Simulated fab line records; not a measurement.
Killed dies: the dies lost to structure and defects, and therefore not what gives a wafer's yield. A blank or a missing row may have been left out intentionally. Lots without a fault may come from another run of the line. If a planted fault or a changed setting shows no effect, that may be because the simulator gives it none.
Comparing a struck lot with a sound one -- flow n5-finfet -- 44 steps out of a route of 1938
Sound: the wafers L798.2, L798.5. Struck: wafer L808.2. (L808.1, L808.3 of the same lot were not struck and are left out.) The cause comes at the end.
Each step with rows lists, per side, the tool, then ch with its chambers, then its first start. Under that, the readings that differ: sound wafers -- struck wafers -- difference of the means -- sigmas: that difference in standard deviations of wafers without a fault.
alike: a reading whose means differ by less than 2 such deviations, as well as words and numbers matching on both sides. not compared: withheld readings; readings where some wafer has no value; bounds like >300 that might hide an equal value; numbers whose values overlap and for which the record gives no deviation.
A row with sigmas, a row that says differs or no value, or rows on one side alone: a step with any of these is where the two part. Numbers that have no deviation but don't overlap get no sigmas and don't part them. A reading missing from all wafers of one side parts the sides only when that side holds two or more wafers.

N5_PASSIVATION_OVL_MEAS_60:
  sound on overlay-01 ch 0, day 11 18:37; struck on overlay-01 ch 0, day 14 05:35
  alike: TV_OVL
N5_PASSIVATION_INSPECT_61: inspects for defects (macro).
  sound on defect-inspect-01 at day 11 18:38; struck on defect-inspect-01 at day 14 05:37
reading,sound,struck,difference,sigmas
raw-defect-count,4 0,5,+3,+2
then, 2 steps without rows for these wafers: N5_PASSIVATION_DESCUM_12 (chemistry O2, time 7.9 s); N5_PASSIVATION_PASS_ETCH_74 (etches SiNx in CF4/O2, target depth 220 nm, time 110 s).
N5_PASSIVATION_VIA_ETCH_13: etches SiO2 in CHF3/O2, target depth 660 nm, time 330 s.
  sound on rie-diel-06 ch 2,3, day 11 19:07; struck on rie-diel-04 ch 2, day 14 05:49
reading,sound,struck,difference,sigmas
drypump-motor-current-A (A),5.8 6.3,5.0,-1.0,-2
rf-vpp-V (V),530 520,545,+20,+2
  alike: etch-rf-on-time-s, oes-product-au, showerhead-plenum-p-Torr, throttle-valve-pct
  not compared: rf-hours-counter-h
N5_PASSIVATION_STRIP_14: strips in O2.
  sound on rie-diel-06 ch 2,3, day 11 19:19; struck on rie-diel-04 ch 2, day 14 06:01
reading,sound,struck,difference,sigmas
drypump-motor-current-A (A),5.7 6.3,4.9,-1.1,-2
  alike: oes-product-au, rf-vpp-V, showerhead-plenum-p-Torr, throttle-valve-pct
  not compared: rf-hours-counter-h
then, 3 steps without rows for these wafers: N5_PASSIVATION_ETCH_15 (etches SiCN in CF4/N2, target depth 75 nm, time 81.2 s); N5_PASSIVATION_STRIP_73 (strips in post etch residue remover, time 60 s); N5_PASSIVATION_SRD_17 (time 30 s, dry time 30 s).
N5_PASSIVATION_DEGAS_18: time 60 s.
  sound on pvd-sputter-01 at day 11 19:52; struck on pvd-sputter-01 at day 14 07:00
  alike: heater-power-w
following that, these wafers have no rows for 1 step: N5_PASSIVATION_PRE_CLEAN_19.
N5_PASSIVATION_SPUTTER_20: material TaN, target thk 50 nm.
  sound on pvd-sputter-01 at day 11 19:57; struck on pvd-sputter-01 at day 14 07:05
  alike: throttle-valve-pct
N5_PASSIVATION_AL_DEP_21: deposits Al, target thk 2800 nm, time 170 s.
  sound on pvd-sputter-01 at day 11 20:03; struck on pvd-sputter-01 at day 14 07:11
reading,sound,struck,difference,sigmas
model.Al_of_PASSIVATION_AL_DEP_21.thk-nm (nm),2794 2766,1962,-818,
  alike: throttle-valve-pct
then, 8 steps without rows for these wafers: N5_PASSIVATION_HMDS_23 (time 60 s); N5_PASSIVATION_COAT_24; N5_PASSIVATION_EBR_26; N5_PASSIVATION_SOFTBAKE_25 (time 90 s); N5_PASSIVATION_EXPOSE_27 (exposes mask PAD, defocus 0 nm); N5_PASSIVATION_PEB_28; N5_PASSIVATION_DEVELOP_29 (develop time 60 s); N5_PASSIVATION_HARDBAKE_31 (time 120 s).
N5_PASSIVATION_CD_MEAS_30 targets a cd of 4000 nm.
  sound on cd-sem-03 ch 0, day 11 20:31; struck on cd-sem-02 ch 0, day 14 07:46
  alike: cd-nm
N5_PASSIVATION_OVL_MEAS_63:
  sound on overlay-01 ch 0, day 11 20:35; struck on overlay-02 ch 0, day 14 07:48
  alike: PAD_OVL
N5_PASSIVATION_INSPECT_64: inspects for defects (macro).
  sound on defect-inspect-02 at day 11 20:37; struck on defect-inspect-01 at day 14 07:50
reading,sound,struck,difference,sigmas
raw-defect-count,4 5,1,-4,-2
N5_PASSIVATION_DESCUM_32: chemistry O2, time 7.9 s.
  sound on rie-diel-05 ch 2,3, day 11 20:39; struck on rie-diel-01 ch 3, day 14 08:00
  alike: drypump-motor-current-A, oes-product-au, rf-vpp-V, showerhead-plenum-p-Torr, throttle-valve-pct
  not compared: rf-hours-counter-h
N5_PASSIVATION_AL_ETCH_33: etches Al in Cl2/BCl3, stops on TaN, target depth 2800 nm, time 466.7 s.
  sound on rie-metal-01 ch 0,1, day 11 20:44; struck on rie-metal-01 ch 0, day 14 08:05
reading,sound,struck,difference,sigmas
throttle-valve-pct (%),34.04 34.38,34.93,+0.72,+3
  alike: drypump-motor-current-A, oes-product-au
  not compared: rf-hours-counter-h
then, 15 steps without rows for these wafers: N5_PASSIVATION_ETCH_59 (etches TaN in Cl2/BCl3, target depth 65 nm, time 34.9 s); N5_PASSIVATION_STRIP_34 (strips in O2); N5_PASSIVATION_STRIP_51 (strips in post etch residue remover, time 1200 s); N5_PASSIVATION_CLEAN_69 (cleans in IPA, time 180 s); N5_PASSIVATION_SRD_70 (time 30 s); N5_PASSIVATION_PECVD_53 (deposits SiO2 from TEOS/O2, target thk 800 nm, time 169.4 s); N5_PASSIVATION_PECVD_35 (deposits SiNx from SiH4/NH3/N2, target thk 700 nm, time 151.3 s); N5_PASSIVATION_HMDS_37 (time 60 s); N5_PASSIVATION_COAT_38; N5_PASSIVATION_EBR_40; N5_PASSIVATION_SOFTBAKE_39 (time 120 s); N5_PASSIVATION_EXPOSE_41 (exposes mask PASS OPEN, defocus 0 nm, target cd 40000 nm); N5_PASSIVATION_PEB_42; N5_PASSIVATION_DEVELOP_43 (develop time 60 s); N5_PASSIVATION_HARDBAKE_45 (time 120 s).
N5_PASSIVATION_CD_MEAS_44 targets a cd of 40000 nm.
  sound on cd-sem-03 ch 0, day 11 22:20; struck on cd-sem-03 ch 0, day 14 09:41
  alike: cd-nm
N5_PASSIVATION_STRIP_52: strips in post etch residue remover, time 1200 s.
  sound on wet-bench-06 ch 1,2, day 11 23:07; struck on wet-bench-06 ch 7, day 14 10:24
reading,sound,struck,difference,sigmas
model.Al_of_PASSIVATION_AL_DEP_21.thk-nm (nm),2778 2750,1947,-817,
N5_PASSIVATION_PROBE_49:
  rows exist in the record for the sound wafers here (prober-02, day 12 01:37), none for the struck ones

WHERE THEY PART
Last at N5_PASSIVATION_PROBE_49 as far as this record goes, first at N5_PASSIVATION_INSPECT_61.

WHY: whatever the simulator had introduced
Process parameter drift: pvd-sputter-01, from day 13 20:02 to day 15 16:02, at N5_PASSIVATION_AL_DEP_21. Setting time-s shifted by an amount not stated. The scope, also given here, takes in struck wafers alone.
